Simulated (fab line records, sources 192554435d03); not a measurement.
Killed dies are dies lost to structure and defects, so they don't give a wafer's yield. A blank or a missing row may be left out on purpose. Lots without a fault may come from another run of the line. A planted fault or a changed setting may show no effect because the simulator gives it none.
fab line records | flow n5_finfet
record lots=10 wafers=29 last_day=17
route steps=1938 shown MOL_CONTACT_COAG@547 BEOL_M4@1111 PASSIVATION@1936
lots that met no fault: from a run of the same line without faults
start_h: hours from the record's first day to the start of the lot's first wafer shown | wait_h: hours since the lot's step before | " the same as in the row above | L1.1+2: a row that stands for several wafers | - no value, or no start given | * or withheld: withheld | < > ~ a bound
route shown NAME@n: a module of which the file shows steps, and the number in the route of the first | usual: mean/standard deviation of fault-free wafers | same: alike in all rows | chamber/n: place in a boat | sites: the reading at each site | _std_site: their standard deviation | _edge_site: outer sites' mean less inner sites' | radius_mm: how far each site lies from the wafer's centre | mask NAME#n: copy n | behind: the tool/chamber that last shaped the wafer | hold: why the lot was held/for how many hours/how that ended | device: the transistor (n, p or np) that didn't switch | end of line: the same wafers' tests at the end of the route | a step without rows: its recipe alone | killed: dies lost to structure and defects at the first sort, not the wafer's yield | map: a wafer's dies, x killed, . not, _ none there
set.NAME: the setting as run; set.NAME@STEP: as run at that earlier step | model.NAME: the simulator's own value behind a step, which no gauge read
steps of the route over a sample of lots; a table a step, a row a wafer
services: from which hour (start_h, from the record's first day; less than 0 if before it) a tool's chamber was out of use, for how many hours, and why
## steps
# step N5_MOL_CONTACT_COAG_SPUTTER_143
# recipe material=Co target_thk_a=25 temp_c=25 chamber_pressure_pa=0.2
# usual susceptor_temp_C=24.99/0.1 throttle_valve_pct=30.3/0.94
# columns lot.wafer tool chamber start_h wait_h susceptor_temp_C throttle_valve_pct
L562.1 pvd_sputter-02 - 91.96 0.0 25.07 31.6
L562.4 " - " " 24.85 31.2
L562.5 " - " " 24.98 31.3
L566.2 pvd_sputter-02 - 117.07 0.0 24.97 31.4
L566.4 " - " " 25.01 31.8
L566.5 " - " " 24.72 30.1
L567.2 pvd_sputter-03 - 120.03 0.0 24.93 28.0
L567.3 " - " " 24.97 29.7
L567.5 " - " " 25.11 30.1
L569.1 pvd_sputter-03 - 131.38 0.0 25.05 28.9
L569.3 " - " " 25.05 28.1
L569.6 " - " " 25.19 29.4
L572.2 pvd_sputter-02 - 152.39 0.0 25.03 29.7
L572.4 " - " " 25.03 31.5
L572.6 " - " " 24.86 30.0
L575.2 pvd_sputter-02 - 168.83 0.0 25.04 30.1
L575.5 " - " " 24.89 31.3
L581.1 pvd_sputter-02 - 205.73 0.0 24.94 31.2
L581.4 " - " " 25.26 31.2
L581.5 " - " " 25.11 31.0
L582.1 pvd_sputter-03 - 211.51 0.0 24.96 29.6
L582.2 " - " " 25.02 29.4
L582.3 " - " " 25.10 30.1
L584.3 pvd_sputter-02 - 220.75 0.0 25.02 29.7
L584.4 " - " " 25.02 31.6
L584.5 " - " " 24.99 31.7
L585.4 pvd_sputter-01 - 233.21 0.0 24.97 29.7
L585.5 " - " " 24.93 29.8
L585.6 " - " " 24.98 30.2
# step N5_MOL_CONTACT_COAG_CMP_23
# recipe stop_on=SiO2 t_overpolish_s=1.5 post_cmp_clean=cu_alkaline down_force_psi=2 platen_rpm=50.289 pad_velocity_m_s=1.0006 target_thk_nm=0
# usual motor_current_A=8.0/0.75 overpolish_run_s=1.500/0.0081 time_to_endpoint_s=8.6/2
# columns lot.wafer tool chamber start_h wait_h motor_current_A overpolish_run_s time_to_endpoint_s
L562.4 cmp-04 1 95.31 0.0 7.3 1.492 8.0
L562.1 " 0 " " 8.3 1.517 3.6
L562.5 " 1 " " 7.4 1.488 5.9
L566.4 cmp-02 3 119.25 0.1 9.0 1.491 4.6
L566.2 " 0 " " 8.7 1.501 6.8
L566.5 " 1 " " 6.6 1.498 5.1
L567.3 cmp-01 0 122.95 0.1 8.1 1.505 9.7
L567.2 " 2 " " 7.8 1.516 7.1
L567.5 " 3 " " 8.1 1.499 12.3
L569.3 cmp-04 0 134.63 0.1 8.8 1.498 8.2
L569.1 " 1 " " 7.7 1.514 10.5
L569.6 " 3 " " 8.3 1.490 10.6
L572.2 cmp-01 3 155.06 0.0 8.0 1.516 11.4
L572.4 " 0 " " 8.1 1.501 7.6
L572.6 " 0 " " 8.4 1.510 9.1
L575.2 cmp-01 3 172.24 0.0 7.7 1.494 7.9
L575.5 " 0 " " 8.1 1.482 7.7
L581.4 cmp-02 2 209.28 0.1 7.9 1.514 6.7
L581.1 " 0 " " 8.7 1.497 6.2
L581.5 " 1 " " 6.5 1.503 8.4
L582.1 cmp-02 0 214.81 0.0 8.8 1.494 7.6
L582.2 " 1 " " 6.8 1.500 8.5
L582.3 " 3 " " 8.8 1.494 8.5
L584.3 cmp-04 1 223.42 0.1 7.3 1.506 8.3
L584.4 " 2 " " 8.1 1.495 8.0
L584.5 " 0 " " 8.6 1.495 8.7
L585.4 cmp-04 2 235.69 0.1 8.2 1.508 8.4
L585.6 " 1 " " 7.2 1.500 9.2
L585.5 " 2 " " 8.2 1.495 8.8
# step N5_MOL_CONTACT_COAG_ALD_27
# recipe material=SiOC target_thk_a=170 temp_c=400 ald_precursor_family=carbosiloxane ald_co_reactant=H2-plasma pulse_time_s=1.5 time_s=2720 purge_time_s=2 co_reactant_purge_time_s=2 ald_cycles=340 pressure_torr=2
# usual ald_cycles=340/0 chamber_pressure_Torr=2.000/0.0038 heater_power_w=854/99 precursor_pulse_height_rel=1.000/0.019 run_length_s=2769.9/0.57 susceptor_temp_C=399.96/0.24 time_s=2720/0
# columns lot.wafer tool chamber start_h wait_h ald_cycles chamber_pressure_Torr heater_power_w precursor_pulse_height_rel run_length_s susceptor_temp_C time_s
L562.1 ald_sin-04 3 96.17 0.0 340 2.002 933 1.008 2770.8 399.99 2720
L562.4 " 1 " " 340 2.002 724 1.019 2770.0 400.38 2720
L562.5 " 3 " " 340 1.999 945 1.016 2771.0 399.70 2720
L566.2 ald_sin-02 1 120.13 0.1 340 2.002 915 1.016 2770.0 399.38 2720
L566.4 " 3 " " 340 2.007 909 0.997 2770.5 400.19 2720
L566.5 " 1 " " 340 2.003 916 1.015 2769.3 399.86 2720
L567.2 ald_sin-01 1 123.74 0.0 340 1.998 868 1.025 2769.5 399.92 2720
L567.3 " 3 " " 340 1.993 674 1.006 2769.6 400.22 2720
L567.5 " 0 " " 340 1.996 1073 1.029 2769.8 399.84 2720
L569.1 ald_sin-04 1 135.50 0.2 340 2.005 714 0.963 2769.9 400.00 2720
L569.3 " 2 " " 340 1.996 814 1.003 2769.9 399.72 2720
L569.6 " 3 " " 340 2.001 939 1.040 2771.5 399.42 2720
L572.2 ald_sin-04 2 155.88 0.0 506 2.000 796 1.002 4098.0 400.26 4048
L572.4 " 0 " " 340 2.002 813 0.980 2769.7 400.33 2720
L572.6 " 1 " " 506 1.999 722 0.951 4097.8 399.84 4048
L575.2 ald_sin-04 2 173.06 0.0 506 2.004 815 1.013 4097.8 399.70 4048
L575.5 " 1 " " 340 2.000 725 0.964 2769.8 400.32 2720
L581.1 ald_sin-02 3 210.06 0.0 340 2.003 875 1.046 2770.4 400.35 2720
L581.4 " 2 " " 340 1.998 825 1.000 2769.9 399.90 2720
L581.5 " 2 " " 340 2.000 816 0.979 2770.4 400.03 2720
L582.1 ald_sin-02 1 215.63 0.0 340 2.003 916 0.995 2769.2 399.78 2720
L582.2 " 2 " " 340 2.003 818 0.998 2770.2 400.11 2720
L582.3 " 3 " " 340 2.005 930 0.993 2770.3 399.97 2720
L584.3 ald_sin-02 2 224.58 0.4 340 1.997 822 1.030 2769.4 400.40 2720
L584.4 " 1 " " 340 1.999 897 0.984 2769.1 400.19 2720
L584.5 " 2 " " 340 2.002 805 1.001 2769.5 400.10 2720
L585.4 ald_sin-02 0 236.48 0.0 340 2.004 910 1.001 2769.8 400.09 2720
L585.5 " 0 " " 340 2.005 884 1.021 2769.5 400.14 2720
L585.6 " 3 " " 340 1.991 907 1.013 2770.2 400.04 2720
# step N5_MOL_CONTACT_COAG_THK_MEAS_29
# recipe reads=SiNx_of_GATE_CUT_PECVD_57+SiNx_of_GATE_CUT_SAC_CAP_01
# usual MD_CAP_THK=17.94/0.086
# columns lot.wafer tool chamber start_h wait_h MD_CAP_THK[nm]
L562.1 film_metro-01 - 98.03 - 18.11
L562.4 " - " " 18.01
L562.5 " - " " 18.01
L566.2 film_metro-02 - 122.00 - 18.00
L566.4 " - " " 18.08
L566.5 " - " " 18.01
L567.2 film_metro-02 - 125.60 - 18.02
L567.3 " - " " 18.01
L567.5 " - " " 17.98
L569.1 film_metro-02 - 137.36 - 17.85
L569.3 " - " " 17.93
L569.6 " - " " 17.89
L572.2 film_metro-01 - 157.74 - 17.81
L572.4 " - " " 17.89
L572.6 " - " " 17.79
L575.2 film_metro-02 - 174.92 - 18.01
L575.5 " - " " 18.02
L581.1 film_metro-01 - 211.92 - 17.95
L581.4 " - " " 17.97
L581.5 " - " " 17.94
L582.1 film_metro-02 - 217.49 - 18.09
L582.2 " - " " 18.06
L582.3 " - " " 18.07
L584.3 film_metro-02 - 226.50 - 17.82
L584.4 " - " " 18.00
L584.5 " - " " 17.93
L585.4 film_metro-02 - 238.34 - 17.99
L585.5 " - " " 17.91
L585.6 " - " " 17.97
# step N5_BEOL_M4_RC_MEAS_101
# usual DIBL_N=36.2/1.5 DIBL_P=36.2/1.7 IOFF_N=0.155/0.021 IOFF_P=0.216/0.026 ION_N=674/11 ION_P=464/6.8 SS_N=71.5/0.56 SS_P=73.3/0.6 VT_N=250.2/2.6 VT_P=-249.3/2.5
# columns lot.wafer tool chamber start_h wait_h DIBL_N[mV/V] DIBL_P[mV/V] IOFF_N[nA/um] IOFF_P[nA/um] ION_N[uA/um] ION_P[uA/um] SS_N[mV/dec] SS_P[mV/dec] VT_N[mV] VT_P[mV]
L562.1 prober-01 0 176.56 0.0 33.3 33.5 0.137 0.185 679 470 70.5 73.2 251.1 -248.6
L562.4 " 0 " " 35.6 36.3 0.173 0.222 691 471 71.4 73.4 247.4 -246.7
L562.5 " 0 " " 36.5 36.6 0.191 0.233 693 477 72.2 73.1 246.9 -245.7
L566.2 prober-01 0 191.63 0.2 37.9 35.0 0.143 0.214 660 455 71.5 74.1 253.3 -249.4
L566.4 " 0 " " 37.4 34.1 0.141 0.199 654 451 71.2 73.2 253.1 -248.9
L566.5 " 0 " " 38.8 36.2 0.162 0.236 656 458 71.5 74.1 249.7 -248.5
L567.2 prober-02 0 195.41 0.2 36.6 37.6 0.171 0.210 688 463 71.6 73.2 250.8 -253.2
L567.3 " 0 " " 35.7 35.8 0.152 0.195 660 457 71.5 73.6 254.5 -252.2
L567.5 " 0 " " 36.9 37.4 0.170 0.208 671 458 71.8 73.9 248.4 -254.2
L569.1 prober-02 0 202.61 0.0 38.5 38.2 0.196 0.274 668 458 72.3 73.6 248.9 -246.0
L569.3 " 0 " " 37.1 37.8 0.172 0.262 672 471 72.3 74.3 248.0 -247.3
L569.6 " 0 " " 36.1 36.3 0.163 0.241 688 472 71.6 74.4 246.4 -247.0
L572.2 prober-01 0 228.77 0.2 36.2 35.7 0.160 0.229 659 450 72.8 72.8 250.3 -247.6
L572.4 " 0 " " 36.6 35.4 0.160 0.233 665 464 71.9 73.5 251.0 -246.4
L572.6 " 0 " " 36.1 35.1 0.150 0.229 661 458 71.8 73.0 251.0 -246.5
L575.2 prober-02 0 247.08 0.2 34.9 34.1 0.136 0.184 666 463 71.4 73.4 250.5 -250.3
L575.5 " 0 " " 37.9 37.6 0.188 0.252 679 470 71.8 73.8 246.0 -246.1
L582.1 prober-02 0 286.88 0.0 39.7 38.9 0.181 0.247 675 457 72.4 74.0 249.7 -246.9
L582.2 " 0 " " 38.4 37.6 0.163 0.224 681 466 71.9 72.7 249.6 -248.6
L582.3 " 0 " " 36.9 35.6 0.139 0.201 684 471 72.0 72.5 251.3 -249.3
L581.1 prober-01 0 287.20 0.0 36.0 35.6 0.143 0.190 676 461 70.2 73.1 248.3 -249.5
L581.4 " 0 " " 36.7 35.8 0.140 0.191 659 459 70.9 72.4 250.8 -251.7
L581.5 " 0 " " 34.5 33.8 0.109 0.170 665 461 69.9 72.4 254.4 -251.5
L584.3 prober-01 0 309.20 0.3 35.9 35.9 0.162 0.202 665 453 71.4 73.7 252.5 -249.9
L584.4 " 0 " " 35.2 35.6 0.155 0.196 680 465 71.6 74.0 249.2 -249.9
L584.5 " 0 " " 35.2 35.6 0.155 0.192 687 464 70.9 74.0 250.3 -248.8
L585.4 prober-02 0 310.93 0.5 36.5 37.6 0.158 0.223 681 473 71.0 73.7 249.6 -246.7
L585.5 " 0 " " 36.8 37.6 0.148 0.227 655 462 71.7 73.4 254.4 -250.3
L585.6 " 0 " " 36.4 38.0 0.161 0.230 679 478 71.5 73.2 250.5 -249.6
# step N5_PASSIVATION_PROBE_49
# usual defect_limited_yield=91.3/1.3 killed_at_M0_to_M3=32/11 killed_at_M4_up=15/5.6 killed_at_contacts=12/6 killed_at_front_end=40/11 killed_at_other=3.5/2.6 killed_dies=102/15 killed_on_rim=13/3.4 killed_open=67/12 killed_short=34/7.3 sort_bin_5_function=5.1/0.85 sort_bin_6_memory=3.2/0.61 sort_n_pass=1078/15 sort_yield_pct=91.3/1.3
# same gross_dies=1180 killed_at_back_side=0 sort_bin_4_leakage[%]=0 sort_bin_8_speed[%]=0
# columns lot.wafer tool chamber start_h wait_h defect_limited_yield[%] killed_at_M0_to_M3 killed_at_M4_up killed_at_contacts killed_at_front_end killed_at_other killed_dies killed_on_rim killed_open killed_short sort_bin_5_function[%] sort_bin_6_memory[%] sort_n_pass sort_yield_pct[%]
L562.1 prober-01 - 288.13 0.2 91.3 23 17 16 42 5 103 15 67 32 4.8 3.6 1077 91.3
L562.4 prober-01 - 288.28 0.3 92.4 22 8 9 45 6 90 7 52 37 4.2 3.0 1090 92.4
L562.5 prober-01 - 288.33 0.4 89.6 19 15 14 59 16 123 16 81 42 6.4 3.6 1057 89.6
L566.2 prober-01 - 295.73 0.1 90.9 28 23 10 46 0 107 9 75 32 5.0 3.7 1073 90.9
L566.4 prober-01 - 295.83 0.2 91.3 29 22 10 37 5 103 11 76 27 4.2 4.2 1077 91.3
L566.5 prober-01 - 295.88 0.2 91.8 40 13 14 29 1 97 14 71 26 4.7 3.3 1083 91.8
L569.1 prober-02 - 299.93 0.0 93.0 20 14 14 31 4 83 14 48 35 3.6 3.1 1097 93.0
L569.3 prober-02 - 300.03 0.1 91.8 21 17 9 45 5 97 12 54 43 4.4 3.2 1083 91.8
L569.6 prober-02 - 300.18 0.3 91.1 28 19 10 38 10 105 13 75 30 5.5 2.9 1075 91.1
L567.2 prober-01 - 304.55 0.2 90.2 48 9 9 50 0 116 8 76 40 6.1 3.3 1064 90.2
L567.3 prober-01 - 304.60 0.3 90.3 49 18 5 41 1 114 11 57 56 5.3 4.0 1066 90.3
L567.5 prober-01 - 304.70 0.4 90.2 46 12 12 44 2 116 14 67 48 5.5 4.2 1064 90.2
L572.2 prober-02 - 335.83 0.1 91.8 24 21 12 34 6 97 8 63 29 4.2 3.4 1083 91.8
L572.4 prober-02 - 335.93 0.2 93.0 24 20 7 32 0 83 10 41 33 4.0 2.6 1097 93.0
L572.6 prober-02 - 336.03 0.3 92.5 33 15 7 32 1 88 14 51 35 4.2 2.8 1092 92.5
L575.2 prober-01 - 346.63 0.1 90.2 35 16 10 50 5 116 17 76 39 5.7 3.8 1064 90.2
L575.5 prober-01 - 346.78 0.2 93.1 24 10 6 35 7 82 8 47 34 4.2 2.5 1098 93.1
L581.1 prober-01 - 382.62 0.0 90.3 38 22 15 35 5 115 9 83 31 6.1 3.4 1065 90.3
L581.4 prober-01 - 382.77 0.2 89.8 35 18 22 41 4 120 15 81 38 5.7 3.7 1060 89.8
L581.5 prober-01 - 382.82 0.2 91.0 26 19 12 46 3 106 16 71 34 5.3 3.5 1074 91.0
L582.1 prober-02 - 389.00 0.0 92.4 39 12 10 29 0 90 11 60 29 4.4 2.8 1090 92.4
L582.2 prober-02 - 389.05 0.1 91.3 28 7 24 43 1 103 19 74 29 5.1 3.6 1077 91.3
L582.3 prober-02 - 389.10 0.1 91.8 19 15 23 37 3 97 13 62 33 5.0 3.0 1083 91.8
L584.3 prober-02 - 410.14 0.1 94.9 17 9 11 22 1 60 6 36 24 2.6 2.1 1120 94.9
L584.4 prober-02 - 410.19 0.2 92.5 16 10 18 44 1 89 17 59 27 4.0 3.2 1091 92.5
L584.5 prober-02 - 410.24 0.2 93.9 20 6 7 38 1 72 4 50 22 3.4 2.6 1108 93.9
L585.4 prober-02 - 413.61 0.2 92.7 22 6 28 29 1 86 12 66 20 4.6 2.6 1094 92.7
L585.5 prober-02 - 413.66 0.2 92.2 28 8 27 28 1 92 8 68 24 3.3 4.3 1088 92.2
L585.6 prober-02 - 413.71 0.3 91.4 29 12 21 34 5 101 12 73 28 4.9 3.1 1079 91.4
# killed by level:class
L562.1 DUMMY_GATE:geometric_particle:open=14 MOL_CONTACT_COAG:geometric_particle:open=11 STI_FIN_REVEAL:geometric_particle:open=7 BEOL_M0_SAQP:geometric_particle:open=6 FIN_SAQP:geometric_particle:short=5 MOL_CONTACT_COAG:geometric_particle:short=5 BEOL_M0_SAQP:geometric_particle:short=5 BEOL_M2:geometric_particle:open=5
L562.4 GATE_CUT:geometric_particle:short=9 MOL_CONTACT_COAG:geometric_particle:open=8 BEOL_M0_SAQP:geometric_particle:short=8 STI_FIN_REVEAL:geometric_particle:open=7 FIN_SAQP:geometric_particle:open=6 BEOL_M3:geometric_particle:open=4 MIM_BOT:geometric_particle:open=4 FIN_SAQP:geometric_particle:short=3
L562.5 FIN_SAQP:geometric_particle:open=16 MOL_CONTACT_COAG:geometric_particle:open=12 GATE_CUT:geometric_particle:open=8 FIN_SAQP:geometric_particle:short=7 BEOL_M0_SAQP:geometric_particle:short=7 BEOL_M4:geometric_particle:open=7 STI_FIN_REVEAL:geometric_particle:open=7 GATE_CUT:geometric_particle:short=7
L566.2 FIN_SAQP:geometric_particle:open=13 MOL_CONTACT_COAG:geometric_particle:open=9 BEOL_M0_SAQP:geometric_particle:short=8 BEOL_M3:geometric_particle:open=7 FIN_SAQP:geometric_particle:short=6 BEOL_M4:geometric_particle:open=6 STI_FIN_REVEAL:geometric_particle:open=6 DUMMY_GATE:geometric_particle:open=5
L566.4 FIN_SAQP:geometric_particle:open=14 BEOL_M4:geometric_particle:open=8 BEOL_M3:geometric_particle:open=7 FIN_SAQP:geometric_particle:short=6 MOL_CONTACT_COAG:geometric_particle:open=6 STI_FIN_REVEAL:geometric_particle:open=5 BEOL_M0_SAQP:geometric_particle:open=5 BEOL_M1:geometric_particle:open=5
L566.5 MOL_CONTACT_COAG:geometric_particle:open=12 BEOL_M2:geometric_particle:open=10 BEOL_M0_SAQP:geometric_particle:open=7 BEOL_M2:geometric_particle:short=7 FIN_SAQP:geometric_particle:open=6 STI_FIN_REVEAL:geometric_particle:open=6 BEOL_M1:geometric_particle:open=5 DUMMY_GATE:geometric_particle:open=4
L569.1 FIN_SAQP:geometric_particle:short=9 MOL_CONTACT_COAG:geometric_particle:open=9 BEOL_M0_SAQP:geometric_particle:open=6 BEOL_M1:geometric_particle:short=6 BEOL_M4:geometric_particle:open=6 FIN_SAQP:geometric_particle:open=5 MOL_CONTACT_COAG:geometric_particle:short=5 BEOL_M2:geometric_particle:open=4
L569.3 FIN_SAQP:geometric_particle:short=16 BEOL_M4:geometric_particle:open=10 FIN_SAQP:geometric_particle:open=7 BEOL_M3:geometric_particle:open=7 MOL_CONTACT_COAG:geometric_particle:open=5 BEOL_M0_SAQP:geometric_particle:short=5 GATE_CUT:geometric_particle:short=4 MOL_CONTACT_COAG:geometric_particle:short=4
L569.6 BEOL_M4:geometric_particle:open=15 FIN_SAQP:geometric_particle:open=11 BEOL_M0_SAQP:geometric_particle:open=11 FIN_SAQP:geometric_particle:short=10 MOL_CONTACT_COAG:geometric_particle:open=8 BEOL_M3:geometric_particle:open=6 PASS1_CAP:geometric_particle:open=5 STARTING-WAFER:geometric_particle:open=5
L567.2 FIN_SAQP:geometric_particle:short=15 FIN_SAQP:geometric_particle:open=14 BEOL_M2:geometric_particle:open=10 BEOL_M3:geometric_particle:open=8 BEOL_M1:geometric_particle:open=7 STI_FIN_REVEAL:geometric_particle:open=7 BEOL_M0_SAQP:geometric_particle:open=7 BEOL_M1:geometric_particle:short=6
L567.3 FIN_SAQP:geometric_particle:short=12 BEOL_M0_SAQP:geometric_particle:short=10 BEOL_M0_SAQP:geometric_particle:open=10 BEOL_M1:geometric_particle:short=8 BEOL_M2:geometric_particle:open=8 DUMMY_GATE:geometric_particle:open=7 BEOL_M1:geometric_particle:open=7 BEOL_M4:geometric_particle:short=6
L567.5 FIN_SAQP:geometric_particle:short=17 MOL_CONTACT_COAG:geometric_particle:open=10 BEOL_M2:geometric_particle:open=9 BEOL_M1:geometric_particle:short=8 FIN_SAQP:geometric_particle:open=7 BEOL_M3:geometric_particle:open=7 BEOL_M1:geometric_particle:open=6 DUMMY_GATE:geometric_particle:open=5
L572.2 MOL_CONTACT_COAG:geometric_particle:open=11 FIN_SAQP:geometric_particle:short=9 BEOL_M0_SAQP:geometric_particle:open=9 BEOL_M3:geometric_particle:open=8 BEOL_M4:geometric_particle:open=6 FIN_SAQP:geometric_particle:open=4 BEOL_M4:geometric_particle:short=4 PASS1_CAP:geometric_particle:open=4
L572.4 FIN_SAQP:geometric_particle:short=12 BEOL_M4:geometric_particle:open=6 BEOL_M0_SAQP:geometric_particle:short=6 BEOL_M0_SAQP:geometric_particle:open=6 FIN_SAQP:geometric_particle:open=5 MOL_CONTACT_COAG:geometric_particle:open=5 BEOL_M3:geometric_particle:open=5 STARTING-WAFER:geometric_particle:short=5
L572.6 FIN_SAQP:geometric_particle:short=12 BEOL_M3:geometric_particle:open=10 BEOL_M0_SAQP:geometric_particle:short=9 BEOL_M4:geometric_particle:open=8 BEOL_M0_SAQP:geometric_particle:open=7 ILD0:geometric_particle:open=5 FIN_SAQP:geometric_particle:open=4 MOL_CONTACT_COAG:geometric_particle:short=4
L575.2 FIN_SAQP:geometric_particle:open=16 BEOL_M0_SAQP:geometric_particle:open=13 BEOL_M4:geometric_particle:open=10 FIN_SAQP:geometric_particle:short=9 BEOL_M0_SAQP:geometric_particle:short=8 MOL_CONTACT_COAG:geometric_particle:open=7 FIN_CUT:geometric_particle:open=4 BEOL_M2:geometric_particle:open=4
L575.5 FIN_SAQP:geometric_particle:short=8 FIN_SAQP:geometric_particle:open=7 ILD0:geometric_particle:short=5 BEOL_M0_SAQP:geometric_particle:short=5 MOL_CONTACT_COAG:geometric_particle:open=5 BEOL_M0_SAQP:geometric_particle:open=5 STI_FIN_REVEAL:geometric_particle:open=3 ILD0:geometric_particle:open=3
L581.1 MOL_CONTACT_COAG:geometric_particle:open=13 FIN_SAQP:geometric_particle:open=12 BEOL_M4:geometric_particle:open=12 STI_FIN_REVEAL:geometric_particle:open=7 BEOL_M0_SAQP:geometric_particle:open=7 FIN_SAQP:geometric_particle:short=6 BEOL_M1:geometric_particle:open=6 BEOL_M4:geometric_particle:short=6
L581.4 MOL_CONTACT_COAG:geometric_particle:open=19 FIN_SAQP:geometric_particle:open=10 STI_FIN_REVEAL:geometric_particle:open=8 BEOL_M3:geometric_particle:open=8 BEOL_M4:geometric_particle:open=8 FIN_SAQP:geometric_particle:short=7 BEOL_M1:geometric_particle:open=6 BEOL_M2:geometric_particle:open=6
L581.5 FIN_SAQP:geometric_particle:open=10 BEOL_M1:geometric_particle:open=10 FIN_SAQP:geometric_particle:short=9 MOL_CONTACT_COAG:geometric_particle:open=9 DUMMY_GATE:geometric_particle:open=6 BEOL_M3:geometric_particle:open=6 BEOL_M4:geometric_particle:open=5 STI_FIN_REVEAL:geometric_particle:open=4
L582.1 FIN_SAQP:geometric_particle:open=10 BEOL_M3:geometric_particle:open=8 BEOL_M1:geometric_particle:open=8 BEOL_M2:geometric_particle:open=8 MOL_CONTACT_COAG:geometric_particle:open=7 BEOL_M2:geometric_particle:short=6 BEOL_M1:geometric_particle:short=5 BEOL_M4:geometric_particle:open=5
L582.2 MOL_CONTACT_COAG:geometric_particle:open=17 BEOL_M3:geometric_particle:open=12 FIN_SAQP:geometric_particle:open=10 STI_FIN_REVEAL:geometric_particle:open=7 MOL_CONTACT_COAG:geometric_particle:short=7 GATE_CUT:geometric_particle:short=5 BEOL_M2:geometric_particle:open=4 STARTING-WAFER:geometric_particle:open=4
L582.3 MOL_CONTACT_COAG:geometric_particle:open=12 MOL_CONTACT_COAG:geometric_particle:short=11 FIN_SAQP:geometric_particle:short=8 STI_FIN_REVEAL:geometric_particle:open=8 BEOL_M1:geometric_particle:open=6 FIN_SAQP:geometric_particle:open=5 BEOL_M2:geometric_particle:open=4 STI_FIN_REVEAL:geometric_particle:short=3
L584.3 MOL_CONTACT_COAG:geometric_particle:open=8 BEOL_M1:geometric_particle:open=6 FIN_SAQP:geometric_particle:short=5 STI_FIN_REVEAL:geometric_particle:open=5 GATE_CUT:geometric_particle:short=4 BEOL_M0_SAQP:geometric_particle:short=4 MOL_CONTACT_COAG:geometric_particle:short=3 BEOL_M2:geometric_particle:open=3
L584.4 MOL_CONTACT_COAG:geometric_particle:open=14 FIN_SAQP:geometric_particle:open=7 STI_FIN_REVEAL:geometric_particle:open=6 BEOL_M2:geometric_particle:open=6 FIN_SAQP:geometric_particle:short=5 DUMMY_GATE:geometric_particle:open=4 ILD0:geometric_particle:short=4 GATE_CUT:geometric_particle:short=4
L584.5 BEOL_M2:geometric_particle:open=8 GATE_CUT:geometric_particle:short=7 FIN_SAQP:geometric_particle:open=6 FIN_SAQP:geometric_particle:short=6 STI_FIN_REVEAL:geometric_particle:open=6 MOL_CONTACT_COAG:geometric_particle:open=6 BEOL_M0_SAQP:geometric_particle:open=5 DUMMY_GATE:geometric_particle:open=3
L585.4 MOL_CONTACT_COAG:geometric_particle:open=21 BEOL_M2:geometric_particle:open=8 MOL_CONTACT_COAG:geometric_particle:short=7 BEOL_M1:geometric_particle:open=6 ILD0:geometric_particle:open=5 BEOL_M0_SAQP:geometric_particle:open=4 STI_FIN_REVEAL:geometric_particle:open=3 DUMMY_GATE:geometric_particle:open=3
L585.5 MOL_CONTACT_COAG:geometric_particle:open=23 STI_FIN_REVEAL:geometric_particle:open=6 BEOL_M3:geometric_particle:open=6 FIN_SAQP:geometric_particle:short=5 BEOL_M0_SAQP:geometric_particle:open=5 BEOL_M2:geometric_particle:open=5 BEOL_M1:geometric_particle:open=4 MOL_CONTACT_COAG:geometric_particle:short=4
L585.6 MOL_CONTACT_COAG:geometric_particle:open=16 BEOL_M2:geometric_particle:open=9 STI_FIN_REVEAL:geometric_particle:open=8 BEOL_M0_SAQP:geometric_particle:open=7 FIN_SAQP:geometric_particle:open=5 FIN_SAQP:geometric_particle:short=5 DUMMY_GATE:geometric_particle:open=5 MOL_CONTACT_COAG:geometric_particle:short=5
## services
# columns tool chamber start_h hours kind
ald_sin-02 2 75.94 10.8 repair
pvd_sputter-02 - 81.05 9.1 repair
ald_sin-01 - 85.25 14.0 pm
ald_sin-01 0 85.25 14.0 vent_cycle
ald_sin-01 1 85.25 14.0 vent_cycle
ald_sin-01 2 85.25 14.0 vent_cycle
ald_sin-01 3 85.25 14.0 vent_cycle
pvd_sputter-03 - 90.82 2.1 repair
pvd_sputter-02 - 95.69 3.4 repair
cmp-01 - 103.21 0.9 repair
cmp-04 - 103.27 3.5 pm
ald_sin-02 0 119.88 8.3 repair
cmp-04 - 122.19 4.0 pm
cmp-04 - 126.19 - consumable_replace:conditioner
cmp-04 - 126.19 - consumable_replace:pad
cmp-04 - 131.36 2.8 repair
cmp-02 - 140.25 1.0 repair
cmp-01 - 168.70 2.6 repair
cmp-02 - 179.64 2.0 repair
ald_sin-01 3 215.61 1.5 repair
cmp-02 - 222.81 3.8 repair
ald_sin-01 1 226.76 4.4 repair
cmp-04 - 232.42 0.5 repair
ald_sin-01 3 235.97 3.8 repair
## key
first_sign step=N5_MOL_CONTACT_COAG_ALD_27 reading=ald_cycles direction=up sigmas=99+ usual=* struck=*
effect step=N5_MOL_CONTACT_COAG_ALD_27 reading=time_s direction=up sigmas=99+ usual=* struck=*
met_at N5_MOL_CONTACT_COAG_ALD_27
struck_lots L572,L575
struck_wafers L572.2,L572.6,L575.2
not_acting_at N5_MOL_CONTACT_COAG_SPUTTER_143,N5_MOL_CONTACT_COAG_CMP_23,N5_MOL_CONTACT_COAG_THK_MEAS_29
onset_between 135.50 155.88
fault kind=process_parameter_drift tool=ald_sin-04 chamber=- onset_h=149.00 steps=N5_MOL_CONTACT_COAG_ALD_27 channel=ald_cycles offset=* shape=step end_h=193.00 scope=struck_wafers_only acts_in=* stated=*
